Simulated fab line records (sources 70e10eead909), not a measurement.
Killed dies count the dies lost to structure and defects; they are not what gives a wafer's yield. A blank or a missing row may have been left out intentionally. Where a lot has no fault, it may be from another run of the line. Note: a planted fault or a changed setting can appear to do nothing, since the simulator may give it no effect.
fab line records	flow nandHarc	part 1 of 2: steps 1 to 4 of 6
record: lots: 21	wafers: 63	lastDay: 33
route steps=1302 shown A_CHANNEL_FILL_D2@638 A_STAIRCASE@651
lots that met no fault: from a run of the same line without faults
startH: the number of hours between the record's first day and the start of the first shown wafer of the lot	waitH: hours elapsed since this lot's preceding step	" the same as in the row above	L1.1+2: a single row standing in for several wafers	- either no value or no given start	* or withheld: withheld	< > ~ a bound
route shown NAME@n: NAME is a module with steps in the file, n the number in the route of the first one	usual: mean/standard deviation taken from wafers without a fault	same: alike in all rows	chamber/n: place in a boat	sites: per-site readings	_std_site: how widely they spread, as a standard deviation	_edge_site: the outer-site mean with the inner-site mean subtracted	radiusMm: how far each site lies from the wafer's centre	mask NAME#n: copy n	behind: the most recent tool/chamber to have shaped the wafer	hold: the reason the lot was held/the length of the hold in hours/how it ended	device: names the non-switching transistor (n, p or np)	end of line: the route-end tests of the same wafers	a step given without rows: its recipe and nothing more	killed: dies that structure and defects cost at the first sort, which is not the same as the wafer's yield	map: per-die view of a wafer (x killed, . not killed, _ where there is no die)
set.NAME: the setting the step ran with; set.NAME@STEP: the setting that earlier step ran with	model.NAME: the simulator's own value behind a step, which no gauge read
steps of the route over a sample of lots; a table a step, a row a wafer
services: when a tool's chamber went out of use (startH, in hours from the record's first day, below 0 if earlier), for how many hours, and the reason
== steps ==
step: NHARC_A_CHANNEL_FILL_D2_INSPECT_13
usual: rawDefectCount: 411/140
lot.wafer	tool	chamber	startH	waitH	rawDefectCount
L074.3	defectInspect-01	-	357.01	0.1	382
L074.5	"	-	"	"	361
L074.6	"	-	"	"	330
L075.2	defectInspect-01	-	357.15	0.1	307
L075.3	"	-	"	"	361
L075.6	"	-	"	"	416
L076.1	defectInspect-01	-	369.29	0.2	462
L076.4	"	-	"	"	490
L076.6	"	-	"	"	326
L077.1	defectInspect-02	-	375.32	0.2	235
L077.3	"	-	"	"	287
L077.6	"	-	"	"	579
L078.3	defectInspect-02	-	396.20	0.1	343
L078.4	"	-	"	"	515
L078.5	"	-	"	"	604
L080.1	defectInspect-01	-	416.46	0.2	264
L080.2	"	-	"	"	536
L080.3	"	-	"	"	316
L079.3	defectInspect-02	-	416.46	0.1	492
L079.4	"	-	"	"	551
L079.6	"	-	"	"	675
L081.2	defectInspect-02	-	424.93	0.1	315
L081.3	"	-	"	"	386
L081.6	"	-	"	"	617
L082.2	defectInspect-01	-	444.09	0.1	252
L082.3	"	-	"	"	280
L082.4	"	-	"	"	230
L083.1	defectInspect-02	-	451.29	0.2	689
L083.2	"	-	"	"	485
L083.3	"	-	"	"	388
L084.1	defectInspect-01	-	457.39	0.2	405
L084.2	"	-	"	"	286
L084.5	"	-	"	"	380
L085.1	defectInspect-02	-	457.41	0.2	315
L085.3	"	-	"	"	449
L085.4	"	-	"	"	318
L086.2	defectInspect-01	-	467.78	0.1	215
L086.3	"	-	"	"	223
L086.5	"	-	"	"	322
L087.2	defectInspect-02	-	467.87	0.1	240
L087.4	"	-	"	"	241
L087.5	"	-	"	"	274
L088.1	defectInspect-01	-	496.37	0.2	799
L088.2	"	-	"	"	778
L088.6	"	-	"	"	546
L089.2	defectInspect-02	-	496.37	0.1	468
L089.5	"	-	"	"	413
L089.6	"	-	"	"	552
L091.1	defectInspect-01	-	524.43	0.2	304
L091.5	"	-	"	"	212
L091.6	"	-	"	"	238
L092.2	defectInspect-02	-	541.92	0.1	294
L092.3	"	-	"	"	339
L092.4	"	-	"	"	440
L094.2	defectInspect-02	-	552.56	0.1	563
L094.3	"	-	"	"	656
L094.6	"	-	"	"	354
L095.1	defectInspect-02	-	566.30	0.2	465
L095.2	"	-	"	"	246
L095.4	"	-	"	"	320
L097.1	defectInspect-02	-	572.48	0.2	291
L097.2	"	-	"	"	410
L097.5	"	-	"	"	369
step: NHARC_A_STAIRCASE_ETCH_169
recipe: targetDepthA: 500	timeS: 107.1	ionEnergyEv: 120	ch3fFlowSccm: 50	o2FlowSccm: 30	arFlowSccm: 200	rfW: 500	biasW: 100	chemistry: CH3F/O2
usual: drypumpMotorCurrentA: 5.6/0.4	mfcArSccm: 200.0/0.61	oesProductAu: 0.955/0.018	rfVppV: 244.0/1.6	showerheadPlenumPTorr: 2.43/0.11	throttleValvePct: 20.663/0.0083
lot.wafer	tool	chamber	startH	waitH	drypumpMotorCurrentA	mfcArSccm	oesProductAu	rfHoursCounterH	rfVppV	showerheadPlenumPTorr	throttleValvePct
L074.3	rieDiel-13	2	358.02	0.1	5.4	200.1	0.973	1	243.9	2.35	20.659
L074.6	"	2	"	"	5.3	201.2	0.977	-	242.2	2.35	20.667
L074.5	"	3	"	"	5.4	200.1	0.985	-	242.0	2.30	20.661
L075.3	rieDiel-10	2	358.29	0.1	5.2	200.1	0.947	30	243.2	2.41	20.661
L075.2	"	3	"	"	5.5	199.9	0.971	35	242.7	2.33	20.647
L075.6	"	1	"	"	5.6	200.8	0.973	-	244.7	2.47	20.664
L076.1	rieDiel-13	2	370.51	0.1	5.3	198.7	0.951	4	242.9	2.34	20.661
L076.4	"	3	"	"	5.4	199.9	0.974	4	242.4	2.30	20.663
L076.6	"	1	"	"	5.9	199.3	0.938	-	245.4	2.51	20.659
L077.3	rieDiel-13	2	376.45	0.1	5.3	199.3	0.985	5	242.3	2.34	20.668
L077.1	"	1	"	"	5.9	200.3	0.969	5	244.9	2.51	20.658
L077.6	"	2	"	"	5.3	199.8	0.983	-	244.0	2.34	20.648
L078.4	rieDiel-13	3	397.50	0.4	5.4	200.2	0.931	10	242.6	2.30	20.671
L078.3	"	2	"	"	5.3	200.0	0.952	8	243.8	2.34	20.647
L078.5	"	0	"	"	6.1	199.4	0.950	-	243.0	2.38	20.670
L079.4	rieDiel-13	1	417.60	0.1	5.9	199.4	0.966	15	245.0	2.51	20.673
L079.3	"	2	"	"	5.3	199.6	0.986	15	242.7	2.34	20.661
L079.6	"	0	"	"	6.1	200.2	0.970	-	243.2	2.38	20.673
L080.1	rieDiel-02	1	417.76	0.1	6.4	200.3	0.960	3	246.6	2.66	20.663
L080.3	"	2	"	"	5.4	200.3	0.988	3	245.9	2.46	20.651
L080.2	"	3	"	"	4.7	200.3	0.993	3	246.0	2.48	20.657
L081.3	rieDiel-02	1	425.99	0.1	6.4	199.8	0.956	6	247.2	2.66	20.655
L081.2	"	3	"	"	4.8	199.5	0.949	5	244.8	2.48	20.663
L081.6	"	1	"	"	6.4	199.6	0.956	-	247.6	2.66	20.674
L082.2	rieDiel-10	3	445.47	0.1	5.5	200.1	0.955	7	242.0	2.32	20.647
L082.4	"	0	"	"	5.7	200.1	0.950	-	242.6	2.35	20.657
L082.3	"	3	"	"	5.5	199.7	0.948	-	241.7	2.32	20.669
L083.2	rieDiel-13	0	452.49	0.1	6.1	200.0	0.941	28	243.4	2.37	20.659
L083.1	"	1	"	"	5.9	199.1	0.934	29	245.5	2.50	20.657
L083.3	"	3	"	"	5.4	200.2	0.941	28	240.4	2.29	20.667
L085.1	rieDiel-10	3	458.81	0.1	5.5	200.3	0.948	12	242.4	2.32	20.666
L085.3	"	1	"	"	5.6	200.1	0.952	9	245.2	2.46	20.665
L085.4	"	3	"	"	5.5	199.4	0.954	-	242.7	2.32	20.676
L084.1	rieDiel-02	0	459.28	0.8	5.3	201.4	0.939	16	244.7	2.53	20.656
L084.2	"	1	"	"	6.4	200.8	0.966	18	246.6	2.65	20.659
L084.5	"	3	"	"	4.7	200.2	0.959	-	245.2	2.47	20.671
L086.2	rieDiel-02	3	468.79	0.1	4.7	200.0	0.947	20	243.8	2.47	20.677
L086.3	"	1	"	"	6.4	200.6	0.964	20	246.1	2.65	20.660
L086.5	"	3	"	"	4.7	200.1	0.944	-	246.0	2.47	20.658
L087.4	rieDiel-13	1	468.91	0.1	5.9	199.3	0.951	33	245.4	2.50	20.682
L087.2	"	0	"	"	6.1	200.3	0.945	33	243.5	2.37	20.662
L087.5	"	1	"	"	5.9	199.1	0.949	-	243.9	2.50	20.653
L088.1	rieDiel-13	1	497.51	0.1	5.9	199.9	0.958	44	244.7	2.50	20.677
L088.2	"	2	"	"	5.4	200.2	0.986	43	242.5	2.33	20.659
L088.6	"	1	"	"	5.9	200.0	0.971	-	246.0	2.50	20.657
L089.2	rieDiel-13	1	497.69	0.1	5.9	200.0	0.950	44	244.4	2.50	20.669
L089.6	"	0	"	"	6.1	199.9	0.945	-	243.0	2.37	20.644
L089.5	"	1	"	"	5.9	200.3	0.961	-	244.6	2.50	20.672
L091.1	rieDiel-02	1	526.30	0.2	6.4	200.9	0.927	40	246.6	2.64	20.665
L091.5	"	1	"	"	6.4	201.1	0.920	-	247.5	2.64	20.666
L091.6	"	2	"	"	5.4	199.7	0.930	-	245.9	2.45	20.654
L092.3	rieDiel-13	1	543.05	0.1	5.9	199.4	0.981	2	244.6	2.49	20.658
L092.4	"	2	"	"	5.3	199.7	0.949	2	242.0	2.33	20.658
L092.2	"	3	"	"	5.4	200.8	0.979	2	246.5	2.66	20.664
L094.2	rieDiel-13	3	553.93	0.1	5.5	200.8	0.940	7	245.8	2.66	20.668
L094.3	"	0	"	"	6.1	199.3	0.953	7	242.1	2.36	20.670
L094.6	"	3	"	"	5.4	200.8	0.942	-	246.3	2.66	20.650
L095.1	rieDiel-10	0	567.44	0.1	5.7	200.5	0.947	49	243.2	2.34	20.662
L095.2	"	1	"	"	5.7	199.9	0.947	46	244.2	2.44	20.661
L095.4	"	3	"	"	5.6	199.6	0.940	52	242.4	2.30	20.668
L097.1	rieDiel-13	0	575.81	0.1	6.1	200.8	0.962	16	243.9	2.36	20.671
L097.2	"	1	"	"	5.9	201.5	0.960	14	245.0	2.49	20.678
L097.5	"	0	"	"	6.1	199.7	0.959	-	244.0	2.36	20.662
step: NHARC_A_STAIRCASE_TRIM_22
recipe: timeS: 211.2	o2FlowSccm: 500	arFlowSccm: 0	biasW: 0	chemistry: O2
usual: drypumpMotorCurrentA: 5.6/0.38	mfcArSccm: 0.015/0.012	oesProductAu: 1.003/0.0091	rfVppV: 57.7/0.91	showerheadPlenumPTorr: 3.46/0.14	throttleValvePct: 17.037/0.0094
lot.wafer	tool	chamber	startH	waitH	drypumpMotorCurrentA	mfcArSccm	oesProductAu	rfHoursCounterH	rfVppV	showerheadPlenumPTorr	throttleValvePct
L075.2	rieDiel-13	0	-	-	6.1	0.005	0.986	2	58.2	3.42	17.033
L075.3	"	3	"	"	5.5	0.025	0.998	2	58.2	3.31	17.034
L075.6	"	1	"	"	5.9	0.016	0.997	-	56.8	3.61	17.050
L074.3	rieDiel-02	3	-	-	4.7	0.039	1.016	46	58.1	3.56	17.032
L074.5	"	1	"	"	6.4	0.022	1.000	-	58.2	3.29	17.033
L074.6	"	3	"	"	4.8	0.039	1.008	-	57.7	3.56	17.051
L076.4	rieDiel-10	2	-	-	5.2	0.014	0.992	35	58.1	3.45	17.040
L076.1	"	3	"	"	5.6	0	1.011	38	56.2	3.35	17.041
L076.6	"	3	"	"	5.6	0	1.024	-	57.5	3.35	17.047
L077.1	rieDiel-10	2	-	-	5.2	0.014	1.003	36	57.9	3.45	17.034
L077.3	"	3	"	"	5.5	0	1.025	39	57.3	3.35	17.023
L077.6	"	0	"	"	5.7	0.005	1.000	-	57.1	3.39	17.041
L078.4	rieDiel-13	0	-	-	6.1	0.005	1.016	12	58.4	3.42	17.034
L078.3	"	1	"	"	5.9	0.016	0.990	11	57.8	3.60	17.039
L078.5	"	3	"	"	5.5	0.025	0.991	-	57.3	3.30	17.051
L079.3	rieDiel-02	0	-	-	5.3	0	1.001	3	57.2	3.63	17.025
L079.4	"	1	"	"	6.4	0.022	1.007	4	58.5	3.81	17.035
L079.6	"	0	"	"	5.3	0	0.998	-	59.1	3.63	17.034
L080.2	rieDiel-13	2	-	-	5.4	0.022	1.017	15	57.4	3.36	17.022
L080.1	"	3	"	"	5.4	0.025	0.998	17	57.5	3.30	17.038
L080.3	"	0	"	"	6.1	0.005	1.008	17	56.6	3.41	17.046
L081.2	rieDiel-13	1	-	-	5.9	0.016	1.010	18	57.2	3.60	17.055
L081.3	"	2	"	"	5.3	0.022	1.013	18	57.2	3.36	17.023
L081.6	"	0	"	"	6.1	0.005	1.004	-	56.7	3.41	17.040
L082.2	rieDiel-10	3	449.42	0.3	5.6	0	1.008	8	56.4	3.34	17.049
L082.3	"	0	"	"	5.7	0.005	0.986	-	58.5	3.38	17.054
L082.4	"	3	"	"	5.6	0	1.004	-	57.4	3.34	17.035
L083.2	rieDiel-10	0	-	-	5.7	0.005	0.992	10	57.8	3.38	17.025
L083.3	"	1	"	"	5.6	0.033	0.999	8	57.1	3.53	17.023
L083.1	"	3	"	"	5.6	0	1.000	11	57.5	3.34	17.032
L085.3	rieDiel-13	2	-	-	5.3	0.022	1.013	32	57.3	3.36	17.026
L085.4	"	0	"	"	6.0	0.005	1.010	31	56.8	3.41	17.051
L085.1	"	1	"	"	5.9	0.016	1.007	32	56.1	3.59	17.031
L084.1	rieDiel-10	1	-	-	5.6	0.033	0.999	10	57.6	3.53	17.034
L084.2	"	3	"	"	5.5	0	1.000	13	57.0	3.34	17.036
L084.5	"	3	"	"	5.5	0	1.018	-	58.0	3.33	17.030
L086.2	rieDiel-13	3	-	-	5.4	0.025	1.003	34	57.0	3.29	17.042
L086.3	"	2	"	"	5.3	0.022	1.017	35	57.4	3.35	17.041
L086.5	"	3	"	"	5.4	0.025	1.008	-	55.3	3.29	17.042
L087.4	rieDiel-02	0	-	-	5.3	0	1.004	20	58.7	3.62	17.041
L087.2	"	3	"	"	4.8	0.039	1.003	22	58.1	3.55	17.037
L087.5	"	0	"	"	5.3	0	1.004	-	58.3	3.62	17.050
L089.2	rieDiel-13	0	-	-	6.1	0.005	1.012	43	58.9	3.40	17.039
L089.6	"	1	"	"	5.9	0.016	1.009	-	58.8	3.58	17.046
L089.5	"	2	"	"	5.3	0.022	1.021	-	57.8	3.35	17.046
L088.1	rieDiel-02	1	-	-	6.4	0.022	1.010	33	58.9	3.79	17.045
L088.2	"	2	"	"	5.4	0.008	1.016	26	56.9	3.51	17.043
L088.6	"	1	"	"	6.4	0.022	1.001	-	57.8	3.79	17.021
L091.1	rieDiel-13	0	-	-	6.1	0.005	1.006	1	57.3	3.40	17.048
L091.6	"	1	"	"	5.9	0.016	1.002	-	57.5	3.58	17.037
L091.5	"	2	"	"	5.3	0.022	0.986	-	58.0	3.35	17.035
L092.2	rieDiel-13	2	-	-	5.3	0.022	0.996	4	57.6	3.35	17.023
L092.3	"	3	"	"	5.4	0.025	1.009	4	57.7	3.81	17.031
L092.4	"	0	"	"	6.1	0.005	1.016	4	56.9	3.40	17.047
L094.2	rieDiel-10	3	-	-	5.6	0	0.993	51	56.8	3.32	17.032
L094.3	"	1	"	"	5.7	0.033	1.001	44	59.2	3.51	17.050
L094.6	"	0	"	"	5.7	0.005	0.994	-	55.4	3.36	17.040
L095.1	rieDiel-10	0	-	-	5.7	0.005	0.998	50	57.3	3.36	17.041
L095.4	"	1	"	"	5.6	0.033	1.007	47	58.2	3.51	17.014
L095.2	"	3	"	"	5.5	0	1.001	54	58.2	3.31	17.031
L097.2	rieDiel-10	0	-	-	5.7	0.005	0.991	55	57.1	3.35	17.036
L097.1	"	1	"	"	5.7	0.033	1.006	53	58.3	3.51	17.054
L097.5	"	0	"	"	5.7	0.005	1.004	-	57.0	3.35	17.024
step: NHARC_A_STAIRCASE_DESCUM_186
recipe: timeS: 3	o2FlowSccm: 200	arFlowSccm: 0	biasPowerW: 0	chemistry: O2
usual: drypumpMotorCurrentA: 5.6/0.39	mfcArSccm: 0.016/0.012	oesProductAu: 1.001/0.0092	rfVppV: 57.6/0.88	showerheadPlenumPTorr: 1.89/0.083	throttleValvePct: 11.311/0.0095
same: biasPowerW: 0
lot.wafer	tool	chamber	startH	waitH	drypumpMotorCurrentA	mfcArSccm	oesProductAu	rfHoursCounterH	rfVppV	showerheadPlenumPTorr	throttleValvePct
L075.2	rieDiel-13	1	363.63	-	5.9	0.016	0.991	2	58.9	1.96	11.318
L075.3	"	2	"	"	5.3	0.022	1.006	2	57.3	1.82	11.306
L075.6	"	3	"	"	5.5	0.025	1.018	-	58.4	1.79	11.299
L074.3	rieDiel-13	2	366.76	-	5.3	0.022	1.006	3	56.7	1.82	11.314
L074.6	"	3	"	"	5.4	0.025	1.003	-	57.7	1.79	11.310
L074.5	"	0	"	"	6.1	0.005	1.006	-	58.3	1.85	11.308
L076.4	rieDiel-10	1	375.70	-	5.7	0.033	0.999	34	57.9	1.92	11.306
L076.1	"	3	"	"	5.5	0	1.017	39	57.9	1.81	11.325
L076.6	"	0	"	"	5.7	0.005	0.992	-	59.0	1.84	11.308
L077.1	rieDiel-13	1	381.86	-	5.9	0.016	0.991	6	57.3	1.96	11.317
L077.3	"	3	"	"	5.4	0.025	1.023	6	56.9	1.78	11.305
L077.6	"	0	"	"	6.1	0.005	0.994	-	57.3	1.85	11.299
L078.4	rieDiel-02	1	403.21	-	6.4	0.022	1.001	0	58.4	2.08	11.311
L078.3	"	2	"	"	5.4	0.008	1.008	0	57.9	1.91	11.305
L078.5	"	2	"	"	5.4	0.008	1.005	-	58.1	1.91	11.317
L079.3	rieDiel-13	1	423.02	-	5.9	0.016	0.989	16	56.8	1.95	11.296
L079.4	"	3	"	"	5.4	0.025	1.004	17	58.7	1.78	11.309
L079.6	"	1	"	"	5.9	0.016	0.991	-	57.8	1.95	11.306
L080.1	rieDiel-02	3	423.31	-	4.7	0.039	1.003	4	59.4	1.93	11.313
L080.3	"	1	"	"	6.4	0.022	1.000	5	57.1	2.07	11.309
L080.2	"	2	"	"	5.4	0.008	1.001	5	58.0	1.91	11.332
L081.3	rieDiel-10	1	431.28	-	5.7	0.033	0.998	0	58.7	1.92	11.306
L081.2	"	3	"	"	5.5	0	1.005	0	55.1	1.81	11.330
L081.6	"	1	"	"	5.6	0.033	0.987	-	59.1	1.92	11.320
L082.2	rieDiel-13	3	452.08	-	5.4	0.025	0.999	28	57.9	1.78	11.314
L082.3	"	0	"	"	6.0	0.005	1.005	28	56.0	1.84	11.311
L082.4	"	1	"	"	5.9	0.016	0.995	29	56.5	1.95	11.316
L083.2	rieDiel-10	3	458.56	-	5.5	0	0.999	12	57.5	1.80	11.311
L083.1	"	0	"	"	5.7	0.005	0.982	11	58.0	1.83	11.310
L083.3	"	1	"	"	5.7	0.033	0.991	9	57.8	1.91	11.302
L085.3	rieDiel-02	2	464.56	-	5.4	0.008	1.021	19	57.8	1.91	11.305
L085.4	"	3	"	"	4.7	0.039	1.012	19	58.3	1.92	11.302
L085.1	"	0	"	"	5.2	0	1.013	17	56.5	1.97	11.300
L084.2	rieDiel-13	3	464.89	-	5.4	0.025	0.999	32	57.5	1.78	11.319
L084.1	"	1	"	"	5.9	0.016	1.002	32	56.9	1.95	11.306
L084.5	"	0	"	"	6.0	0.005	1.008	-	56.4	1.84	11.316
L086.2	rieDiel-10	1	474.12	-	5.6	0.033	1.009	17	58.1	1.91	11.296
L086.3	"	3	"	"	5.6	0	0.991	20	57.4	1.80	11.325
L086.5	"	3	"	"	5.5	0	1.004	-	59.3	1.80	11.294
L087.4	rieDiel-13	1	474.98	-	5.9	0.016	1.005	36	57.6	1.95	11.313
L087.2	"	3	"	"	5.4	0.025	0.996	35	58.6	1.77	11.309
L087.5	"	2	"	"	5.3	0.022	1.015	-	57.0	1.81	11.307
L089.2	rieDiel-10	0	503.79	-	5.7	0.005	0.993	29	56.1	1.82	11.302
L089.6	"	0	"	"	5.7	0.005	0.991	-	58.3	1.82	11.301
L089.5	"	1	"	"	5.7	0.033	1.004	-	57.2	1.91	11.305
L088.2	rieDiel-02	2	504.00	-	5.4	0.008	1.009	26	56.3	1.91	11.331
L088.1	"	3	"	"	4.7	0.039	0.988	33	57.4	1.92	11.328
L088.6	"	1	"	"	6.4	0.022	0.987	-	58.3	2.07	11.308
L091.1	rieDiel-02	3	534.76	-	4.7	0.039	0.996	43	57.1	1.92	11.316
L091.5	"	2	"	"	5.4	0.008	1.013	-	57.2	1.90	11.312
L091.6	"	3	"	"	4.8	0.039	0.997	-	55.7	1.92	11.303
L092.3	rieDiel-02	0	549.19	-	5.2	0	0.999	46	58.2	1.96	11.322
L092.4	"	2	"	"	5.4	0.008	1.012	46	57.8	1.90	11.337
L092.2	"	3	"	"	4.7	0.039	0.997	52	58.1	1.91	11.331
L094.2	rieDiel-10	1	560.25	-	5.6	0.033	1.005	45	59.4	1.90	11.304
L094.3	"	2	"	"	5.2	0.014	1.001	37	56.3	1.85	11.304
L094.6	"	3	"	"	5.5	0	0.997	-	57.4	1.79	11.308
L095.4	rieDiel-10	3	575.65	-	5.6	0	0.997	56	57.1	1.79	11.302
L095.1	"	0	"	"	5.7	0.005	0.992	53	56.5	1.81	11.316
L095.2	"	1	"	"	5.7	0.033	1.004	51	58.3	1.90	11.329
L097.1	rieDiel-13	1	583.17	-	5.9	0.016	1.002	18	57.6	1.94	11.324
L097.2	"	2	"	"	5.3	0.022	0.989	18	55.8	1.80	11.312
L097.5	"	0	"	"	6.0	0.005	1.017	-	58.1	1.83	11.315
